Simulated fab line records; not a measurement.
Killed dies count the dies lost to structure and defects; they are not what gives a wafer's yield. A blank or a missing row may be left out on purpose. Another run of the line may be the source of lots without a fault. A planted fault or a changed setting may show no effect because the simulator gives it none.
Struck lot and sound lot, side by side :: flow nand_harc :: 13 steps out of a route of 1159
Sound: these wafers, L632.4, L632.5, L632.6. Struck: wafer L644.2. (L644.3, L644.4 of the same lot were not struck and are left out.) The cause comes at the end.
Each step with rows lists, per side, the tool, then ch with its chambers, then its first start. Under that, the readings that differ: sound wafers :: struck wafers :: difference of the means :: sigmas: that difference in standard deviations of wafers without a fault.
alike: a reading whose means differ by less than 2 such deviations, as well as words and numbers matching on both sides. not compared: withheld readings; readings where some wafer has no value; bounds like >300 that might hide an equal value; numbers whose values overlap and for which the record gives no deviation.
A row with sigmas, a row that says differs or no value, or rows on one side alone: a step with any of these is where the two part. Non-overlapping numbers with no deviation appear without sigmas and do not part them. A reading missing from all wafers of one side parts the sides only when that side holds two or more wafers.

NHARC_A_SLIT_ETCH_29: etches the open film in CF4/O2, target depth 100 nm, overetch 10 nm, time 55 s.
  sound on rie_diel-03 ch 0,1,3, day 15 04:28; struck on rie_diel-03 ch 3, day 18 06:04
  alike: cf4_flow_sccm, drypump_motor_current_A, o2_flow_sccm, oes_product_au, rf_vpp_V, showerhead_plenum_p_Torr, throttle_valve_pct
  not compared: rf_hours_counter_h
NHARC_A_SLIT_STRIP_18: strips in O2.
  sound: rie_diel-03 ch 2,3; struck: rie_diel-03 ch 3
  alike: drypump_motor_current_A, o2_flow_sccm, oes_product_au, rf_vpp_V, showerhead_plenum_p_Torr, throttle_valve_pct
  not compared: rf_hours_counter_h
then, 2 steps without rows for these wafers: NHARC_A_SLIT_PRECLEAN_19 (cleans in SC1); NHARC_A_SLIT_SRD_20.
NHARC_A_SLIT_CD_MEAS_21:
  sound on cd_sem-01, day 15 05:00; struck on cd_sem-02, day 18 06:36
reading: cd_nm (nm)
sound: 288.6 288.4 288.1
struck: 290.2
difference: +1.8
sigmas: +2
then, 3 steps without rows for these wafers: NHARC_A_SIN_REMOVE_WET_00 (chemistry H3PO4, time 15300 s); NHARC_A_SIN_REMOVE_PRECLEAN_01 (cleans in SC1); NHARC_A_SIN_REMOVE_SRD_02.
NHARC_A_SIN_REMOVE_INSPECT_04:
  sound on defect_inspect-02, day 15 12:29; struck on defect_inspect-01, day 18 14:19
  alike: raw_defect_count
NHARC_A_WL_FILL_ALD_00: deposits Al2O3, target thk 3 nm, pulse time 3 s, ald cycles 30.
  sound on ald_hk-04 ch 0,2,3, day 15 12:37; struck on ald_hk-03 ch 0, day 18 14:23
  alike: heater_power_w, precursor_pulse_height_rel
  not compared: ald_cycles
NHARC_A_WL_FILL_RTA_01: time 5 s.
  sound on rtp_anneal-02 ch 0, day 15 12:55; struck on rtp_anneal-02 ch 0, day 18 14:40
  alike: anneal_temp_c_max, lamp_power_pct, lamp_zone_4_pct, lamp_zone_7_pct, wafer_temp_C_max
NHARC_A_WL_FILL_ALD_02: deposits TiN, target thk 2 nm, pulse time 3 s, ald cycles 100.
  sound on ald_metal-03 ch 0,1,2, day 15 13:09; struck on ald_metal-04 ch 0, day 18 14:53
reading: ald_cycles
sound: 100 100 100
struck: 48
difference: -52
sigmas: 
  alike: heater_power_w, precursor_pulse_height_rel
-- record jumps: 5 days between struck wafers' starts before vs after; left off in module A_WL_FILL, resumes in module END, first step shown is number 1159 of the route --
NHARC_END_SORT_01:
  at this point the record logs the struck wafers (prober-02 ch 0, day 23 08:56) and has no rows for the sound ones

WHERE THEY PART
First at NHARC_A_SLIT_CD_MEAS_21; last, within this record, at NHARC_END_SORT_01.

WHY: whatever the simulator had introduced
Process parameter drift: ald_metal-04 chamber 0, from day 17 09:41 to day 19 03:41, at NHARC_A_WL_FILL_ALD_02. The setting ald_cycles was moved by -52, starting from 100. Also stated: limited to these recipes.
